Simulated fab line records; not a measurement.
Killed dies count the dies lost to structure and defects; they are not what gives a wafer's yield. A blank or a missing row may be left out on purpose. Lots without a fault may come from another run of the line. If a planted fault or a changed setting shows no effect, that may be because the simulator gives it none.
fab line records	flow n5_finfet
[record] lots = 9	wafers = 27	last_day = 20
route steps=1938 shown STI_FIN_REVEAL@189 DUMMY_GATE@222 BEOL_M4@1111 PASSIVATION@1936
lots with no fault: from the same line, run without faults
start_h: hours from the record's opening day to when the first of the lot's shown wafers began	wait_h: hours from the lot's prior step to this one	" repeats the value in the row above	L1.1+2: a row that stands for several wafers	- no value, or no start given	* or withheld: withheld	< > ~ a bound
route shown NAME@n: a module of which the file shows steps, and the number in the route of the first	usual: mean/standard deviation taken from wafers without a fault	same: alike in all rows	chamber/n: place in a boat	sites: per-site readings	_std_site: standard deviation across them	_edge_site: inner sites' mean taken away from outer sites' mean	radius_mm: how far each site lies from the wafer's centre	mask NAME#n: copy n	behind: tool/chamber where the wafer was last shaped	hold: why the lot was held/for how many hours/how that ended	device: the transistor (n, p or np) that didn't switch	end of line: tests run on the same wafers once the route is complete	for a step that has no rows: nothing shown but its recipe	killed: dies lost to structure and defects at the first sort, not the wafer's yield	map: the dies of a wafer, with x for killed, . for not killed, _ for no die there
set.NAME: the setting the step ran with; set.NAME@STEP: the setting that earlier step ran with	model.NAME: the simulator's own value behind a step, which no gauge read
route steps across a sampled set of lots; one table per step, one row per wafer
services: the hour from which a tool's chamber was out of use, counted from the record's first day as start_h (under 0 if before that day), plus the number of hours and why
[[steps]]
[step N5_STI_FIN_REVEAL_DENSIFY_30]
[recipe] temp_c = *	time_s = *	ambient = N2	idle_temp_c = 600	ramp_up_c_per_s = 150	ramp_down_c_per_s = 60	cool_to_c = 600
[usual] lamp_power_pct = 11.54/0.052	wafer_temp_C_max = *
lot.wafer	tool	chamber	start_h	wait_h	lamp_power_pct	wafer_temp_C_max
L154.1	rtp_anneal-02	0	34.72	0.0	11.64	*
L154.2	"	0	"	"	11.49	*
L154.5	"	0	"	"	11.60	*
L155.1	rtp_anneal-01	0	41.83	0.0	11.53	*
L155.5	"	0	"	"	11.47	*
L155.6	"	0	"	"	11.51	*
L158.1	rtp_anneal-01	0	58.37	0.7	11.61	*
L158.5	"	0	"	"	11.65	*
L158.6	"	0	"	"	11.50	*
L162.2	rtp_anneal-01	0	82.90	0.6	11.54	*
L162.4	"	0	"	"	11.53	*
L162.5	"	0	"	"	11.56	*
L166.2	rtp_anneal-02	0	108.29	0.1	11.48	*
L166.4	"	0	"	"	11.52	*
L166.6	"	0	"	"	11.51	*
L167.3	rtp_anneal-02	0	111.17	0.1	11.62	*
L167.4	"	0	"	"	11.61	*
L167.6	"	0	"	"	11.58	*
L171.2	rtp_anneal-02	0	138.57	0.1	11.59	*
L171.4	"	0	"	"	11.51	*
L171.5	"	0	"	"	11.53	*
L175.3	rtp_anneal-01	0	160.42	0.1	11.48	*
L175.4	"	0	"	"	11.49	*
L175.6	"	0	"	"	11.56	*
L177.1	rtp_anneal-02	0	172.35	0.0	11.54	*
L177.2	"	0	"	"	11.58	*
L177.6	"	0	"	"	11.53	*
[step N5_STI_FIN_REVEAL_ETCHBACK_08]
[recipe] chemistry = C4F6/O2	target = SiO2	target_depth_a = 305	time_s = 10.167	ion_energy_ev = 250	pressure_mtorr = 30	source_w = 345	bias_w = 185	Ar_flow_sccm = 300	C4F6_flow_sccm = 10	O2_flow_sccm = 10
[usual] C4F6_flow_sccm = 10.00/0.033	drypump_motor_current_A = 5.7/0.46	oes_product_au = 0.76/0.07	rf_fwd_power_W = 341.1/1.6	rf_vpp_V = 661/6.2	showerhead_plenum_p_Torr = 2.81/0.07	throttle_valve_pct = 21.30/0.25
lot.wafer	tool	chamber	start_h	wait_h	C4F6_flow_sccm	drypump_motor_current_A	oes_product_au	rf_fwd_power_W	rf_hours_counter_h	rf_vpp_V	showerhead_plenum_p_Torr	throttle_valve_pct
L154.1	rie_diel-03	1	35.14	0.4	9.97	5.4	0.73	341.7	187	663	2.82	21.50
L154.2	"	2	"	"	9.98	5.8	0.69	340.1	233	654	2.70	21.42
L154.5	"	3	"	"	10.04	5.3	0.74	341.2	-	665	2.83	20.96
L155.1	rie_diel-03	2	42.04	0.2	10.07	5.8	0.69	339.8	235	655	2.70	21.42
L155.5	"	0	"	"	9.99	5.7	0.77	339.9	-	651	2.74	21.29
L155.6	"	3	"	"	9.99	5.3	0.74	340.7	-	664	2.83	20.99
L158.1	rie_diel-06	3	58.59	0.2	9.97	4.9	0.73	341.9	197	671	2.83	21.70
L158.5	"	0	"	"	10.03	5.7	0.73	339.3	-	669	2.82	21.44
L158.6	"	3	"	"	9.95	4.9	0.72	341.3	-	673	2.83	21.71
L162.2	rie_diel-05	2	83.08	0.2	9.99	6.3	0.77	340.6	144	662	2.84	21.22
L162.4	"	0	"	"	10.02	6.4	0.69	341.0	245	662	2.80	21.00
L162.5	"	3	"	"	10.03	5.4	0.73	340.7	-	653	2.84	21.59
L166.2	rie_diel-05	3	108.47	0.2	9.99	5.5	0.71	344.5	182	654	2.83	21.59
L166.4	"	2	"	"	9.99	6.3	0.76	339.9	155	664	2.84	21.24
L166.6	"	2	"	"	10.03	6.3	0.76	342.2	-	660	2.84	21.24
L167.3	rie_diel-05	1	111.47	0.3	10.02	6.5	0.72	341.3	191	653	2.72	21.34
L167.4	"	1	"	"	10.04	6.5	0.74	341.2	-	653	2.72	21.34
L167.6	"	2	"	"	10.00	6.3	0.75	340.9	-	663	2.84	21.23
L171.2	rie_diel-06	1	138.82	0.2	9.95	5.8	0.78	342.8	124	657	2.75	21.36
L171.4	"	2	"	"	9.99	5.6	0.82	341.6	80	660	2.87	20.93
L171.5	"	3	"	"	9.98	4.9	0.70	343.2	-	671	2.82	21.76
L175.3	rie_diel-03	2	160.59	0.1	10.06	5.8	0.94	340.1	18	664	3.02	21.05
L175.4	"	1	"	"	10.01	5.5	0.69	342.1	230	661	2.80	21.56
L175.6	"	3	"	"	9.94	5.3	0.71	342.0	-	664	2.81	21.02
L177.1	rie_diel-06	1	172.57	0.2	10.04	5.8	0.77	343.5	138	659	2.75	21.39
L177.2	"	3	"	"	9.95	4.9	0.69	344.4	237	673	2.81	21.74
L177.6	"	0	"	"	10.00	5.7	0.70	338.0	-	669	2.81	21.46
[step N5_STI_FIN_REVEAL_OXIDATION_33]
[recipe] chemistry = O2_PLASMA_REMOTE	temp_c = 150	time_s = 20	pressure_mtorr = 1000	source_power_w = 2000	o2_flow_sccm = 3000
[usual] drypump_motor_current_A = 5.9/0.37	heater_power_w = 138/20	rf_fwd_power_W = 1977/6.3
lot.wafer	tool	chamber	start_h	wait_h	drypump_motor_current_A	heater_power_w	rf_fwd_power_W	rf_hours_counter_h
L154.1	plasma_asher-01	1	38.52	0.3	5.5	152	1971	74
L154.2	"	0	"	"	5.7	114	1974	74
L154.5	"	1	"	"	5.5	151	1977	-
L155.1	plasma_asher-01	1	44.82	0.0	5.5	147	1970	75
L155.5	"	0	"	"	5.8	113	1970	-
L155.6	"	1	"	"	5.5	151	1975	-
L158.1	plasma_asher-01	0	61.39	0.0	5.7	114	1979	78
L158.5	"	0	"	"	5.7	113	1970	-
L158.6	"	1	"	"	5.5	152	1970	-
L162.2	plasma_asher-02	0	86.05	0.0	6.1	163	1981	42
L162.4	"	0	"	"	6.1	164	1979	-
L162.5	"	0	"	"	6.1	161	1983	-
L166.2	plasma_asher-01	1	111.23	0.0	5.4	150	1968	83
L166.4	"	0	"	"	5.8	113	1974	-
L166.6	"	0	"	"	5.8	114	1978	-
L167.3	plasma_asher-02	1	114.25	0.0	6.5	125	1985	-
L167.4	"	0	"	"	6.1	167	1984	-
L167.6	"	1	"	"	6.5	126	1976	-
L171.2	plasma_asher-02	1	141.58	0.0	6.5	123	1984	54
L171.4	"	0	"	"	6.1	164	1986	-
L171.5	"	0	"	"	6.1	167	1982	-
L175.3	plasma_asher-01	1	163.60	0.0	5.4	150	1980	-
L175.4	"	0	"	"	5.8	115	1982	-
L175.6	"	1	"	"	5.5	151	1970	-
L177.1	plasma_asher-01	1	175.87	0.0	5.5	150	1977	94
L177.2	"	0	"	"	5.7	116	1979	94
L177.6	"	0	"	"	5.8	112	1979	-
[step N5_DUMMY_GATE_COAT_34]
[recipe] resist = SOC	temp_c = 250	time_s = 60	spin_rpm = 1500	resist_thk_nm = 60
[usual] spin_speed_rpm = 1499.8/1.1
lot.wafer	tool	chamber	start_h	wait_h	spin_speed_rpm
L154.1	litho_track-03	0	49.22	0.1	1500.2
L154.2	"	0	"	"	1499.8
L154.5	"	0	"	"	1499.6
L155.1	litho_track-03	0	53.38	0.1	1498.7
L155.5	"	0	"	"	1499.4
L155.6	"	0	"	"	1499.8
L158.1	litho_track-03	0	69.94	0.1	1498.7
L158.5	"	0	"	"	1501.4
L158.6	"	0	"	"	1499.8
L162.2	litho_track-05	0	96.50	0.1	1501.4
L162.4	"	0	"	"	1502.1
L162.5	"	0	"	"	1501.2
L166.2	litho_track-03	0	119.74	0.0	1547.5
L166.4	"	0	"	"	1547.1
L166.6	"	0	"	"	1550.1
L167.3	litho_track-03	0	123.24	0.0	1546.3
L167.4	"	0	"	"	1547.1
L167.6	"	0	"	"	1544.9
L171.2	litho_track-05	0	150.82	0.0	1500.9
L171.4	"	0	"	"	1500.2
L171.5	"	0	"	"	1500.3
L175.3	litho_track-01	0	172.92	0.0	1499.2
L175.4	"	0	"	"	1499.3
L175.6	"	0	"	"	1500.7
L177.1	litho_track-01	0	184.93	0.0	1498.4
L177.2	"	0	"	"	1499.0
L177.6	"	0	"	"	1498.8
[step N5_BEOL_M4_RC_MEAS_101]
[usual] DIBL_N = 35.9/1.2	DIBL_P = 35.9/1.4	IOFF_N = 0.149/0.02	IOFF_P = 0.205/0.022	ION_N = 671/8.8	ION_P = 461/5.9	SS_N = 71.4/0.51	SS_P = 73.2/0.56	VT_N = 250.6/2.5	VT_P = -250.1/2.3
lot.wafer	tool	chamber	start_h	wait_h	DIBL_N[mV/V]	DIBL_P[mV/V]	IOFF_N[nA/um]	IOFF_P[nA/um]	ION_N[uA/um]	ION_P[uA/um]	SS_N[mV/dec]	SS_P[mV/dec]	VT_N[mV]	VT_P[mV]
L154.1	prober-02	0	204.64	0.0	36.5	36.9	0.162	0.193	686	462	72.0	73.3	248.0	-252.3
L154.2	"	0	"	"	38.0	38.1	0.178	0.207	679	459	71.9	73.8	248.6	-251.2
L154.5	"	0	"	"	37.0	37.4	0.166	0.195	680	453	71.1	73.3	246.5	-253.0
L155.1	prober-02	0	208.48	0.0	36.4	35.8	0.157	0.223	676	466	71.5	73.6	249.7	-246.2
L155.5	"	0	"	"	36.8	35.7	0.157	0.233	671	466	72.5	73.6	250.3	-248.6
L155.6	"	0	"	"	36.7	36.5	0.165	0.243	671	465	71.3	72.3	249.1	-247.0
L158.1	prober-02	0	243.12	0.0	33.7	35.3	0.114	0.181	653	453	70.9	73.1	253.2	-251.4
L158.5	"	0	"	"	35.6	38.1	0.147	0.214	666	458	72.0	73.2	251.1	-251.1
L158.6	"	0	"	"	34.3	35.7	0.121	0.177	650	452	71.3	72.8	255.3	-254.3
L162.2	prober-02	0	267.71	0.2	34.4	35.5	0.147	0.193	679	461	71.5	72.5	254.3	-250.5
L162.4	"	0	"	"	34.5	35.3	0.139	0.184	665	457	71.4	72.9	253.7	-250.7
L162.5	"	0	"	"	35.1	35.6	0.145	0.199	662	458	71.7	72.9	252.4	-251.1
L166.2	prober-02	0	269.31	0.2	35.5	33.2	0.119	0.190	652	458	70.8	71.9	253.3	-250.8
L166.4	"	0	"	"	34.5	31.5	0.107	0.169	653	462	70.2	71.6	254.1	-251.5
L166.6	"	0	"	"	36.6	34.0	0.129	0.198	656	460	70.9	71.9	253.5	-250.2
L167.3	prober-02	0	284.77	0.3	33.5	33.7	0.108	0.159	654	454	71.1	73.4	256.5	-254.7
L167.4	"	0	"	"	35.2	35.4	0.131	0.183	670	462	71.8	73.5	252.5	-251.4
L167.6	"	0	"	"	34.5	34.5	0.119	0.166	658	451	70.7	72.6	253.0	-255.3
L171.2	prober-01	0	297.68	0.2	36.2	37.5	0.150	0.202	672	464	71.1	73.4	249.7	-249.9
L171.4	"	0	"	"	36.0	37.1	0.156	0.198	672	458	70.9	73.2	249.8	-249.9
L171.5	"	0	"	"	36.6	38.0	0.162	0.208	674	465	71.8	73.9	247.4	-251.6
L175.3	prober-02	0	340.11	0.3	35.6	35.4	0.138	0.189	679	462	71.5	73.1	250.3	-253.0
L175.4	"	0	"	"	36.9	37.1	0.156	0.223	673	460	71.5	73.9	247.9	-248.4
L175.6	"	0	"	"	36.2	35.8	0.145	0.202	665	456	71.6	72.9	247.4	-251.8
L177.1	prober-02	0	360.66	0.0	37.5	35.7	0.171	0.244	680	473	71.2	74.4	247.1	-247.2
L177.2	"	0	"	"	36.5	34.1	0.145	0.216	664	461	71.5	74.0	249.7	-248.4
L177.6	"	0	"	"	36.1	34.7	0.144	0.222	673	470	71.0	73.2	249.8	-246.4
[step N5_PASSIVATION_PROBE_49]
[usual] defect_limited_yield = 91.1/1.4	killed_at_M0_to_M3 = 34/10	killed_at_M4_up = 14/5.5	killed_at_contacts = 12/5.1	killed_at_front_end = 41/12	killed_at_other = 4/3.1	killed_dies = 105/17	killed_open = 70/13	killed_short = 33/7.6	sort_bin_5_function = 5.3/0.98	sort_bin_6_memory = 3.3/0.67	sort_bin_8_speed = 0.00/0.007	sort_n_pass = 1075/17	sort_yield_pct = 91.1/1.4
[same] gross_dies = 1180	killed_at_back_side = 0	sort_bin_4_leakage[%] = 0
lot.wafer	tool	chamber	start_h	wait_h	defect_limited_yield[%]	killed_at_M0_to_M3	killed_at_M4_up	killed_at_contacts	killed_at_front_end	killed_at_other	killed_dies	killed_open	killed_short	sort_bin_5_function[%]	sort_bin_6_memory[%]	sort_bin_8_speed[%]	sort_n_pass	sort_yield_pct[%]
L167.3	prober-01	-	394.23	0.1	92.5	14	10	24	39	1	88	48	40	4.1	3.1	0	1092	92.5
L167.4	prober-01	-	394.28	0.2	93.4	19	9	7	37	6	78	44	34	3.8	2.5	0	1102	93.4
L167.6	prober-01	-	394.38	0.3	91.7	35	9	12	35	7	98	63	35	5.4	2.7	0	1082	91.7
// killed by level:class
L167.3 MOL_CONTACT_COAG:geometric_particle:open=18 FIN_SAQP:geometric_particle:short=8 GATE_CUT:geometric_particle:short=7 FIN_SAQP:geometric_particle:open=6 MOL_CONTACT_COAG:geometric_particle:short=6 STI_FIN_REVEAL:geometric_particle:short=4 STI_FIN_REVEAL:geometric_particle:open=4 STARTING-WAFER:geometric_particle:short=4
L167.4 FIN_SAQP:geometric_particle:short=10 BEOL_M0_SAQP:geometric_particle:short=9 MOL_CONTACT_COAG:geometric_particle:open=7 FIN_SAQP:geometric_particle:open=6 STI_FIN_REVEAL:geometric_particle:open=4 GATE_CUT:geometric_particle:short=4 GATE_CUT:geometric_particle:open=4 BEOL_M0_SAQP:geometric_particle:open=3
L167.6 BEOL_M2:geometric_particle:open=12 FIN_SAQP:geometric_particle:open=11 MOL_CONTACT_COAG:geometric_particle:open=9 STI_FIN_REVEAL:geometric_particle:open=6 BEOL_M0_SAQP:geometric_particle:short=6 FIN_SAQP:geometric_particle:short=5 STI_FIN_REVEAL:geometric_particle:short=5 BEOL_M0_SAQP:geometric_particle:open=5
[[services]]
tool	chamber	start_h	hours	kind
plasma_asher-02	-	14.64	2.8	pm
rie_diel-06	2	17.53	3.9	repair
rie_diel-06	1	33.60	8.0	repair
litho_track-01	-	47.36	-	consumable_replace:filter
rie_diel-06	0	64.39	4.9	repair
plasma_asher-01	-	68.81	28.1	pm
rie_diel-05	0	89.36	11.4	repair
rie_diel-03	2	92.45	-	clean
rie_diel-03	2	92.45	-	consumable_replace:focus_ring
rie_diel-03	2	92.45	-	consumable_replace:showerhead
rie_diel-03	2	92.45	16.9	scheduled_down
rie_diel-03	2	92.45	16.9	vent_cycle
rie_diel-05	0	111.47	-	clean
rie_diel-05	0	111.47	-	consumable_replace:focus_ring
rie_diel-05	0	111.47	29.9	scheduled_down
rie_diel-05	0	111.47	29.9	vent_cycle
plasma_asher-01	-	124.96	2.9	repair
rie_diel-05	-	156.79	2.8	pm
rie_diel-03	2	170.07	2.4	repair
[[key]]
[first_sign] step = N5_DUMMY_GATE_COAT_34	reading = spin_speed_rpm	direction = up	sigmas = 44	usual = *	struck = *
effect none on later readings
met_at N5_DUMMY_GATE_COAT_34
struck_lots L166,L167
not_acting_at N5_STI_FIN_REVEAL_DENSIFY_30,N5_STI_FIN_REVEAL_ETCHBACK_08,N5_STI_FIN_REVEAL_OXIDATION_33
onset_between 69.94 119.74
[fault] kind = process_parameter_drift	tool = litho_track-03	chamber = -	onset_h = 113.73	steps = N5_DUMMY_GATE_COAT_34	channel = spin_rpm	offset = *	shape = step	end_h = 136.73	acts_in = *	stated = *
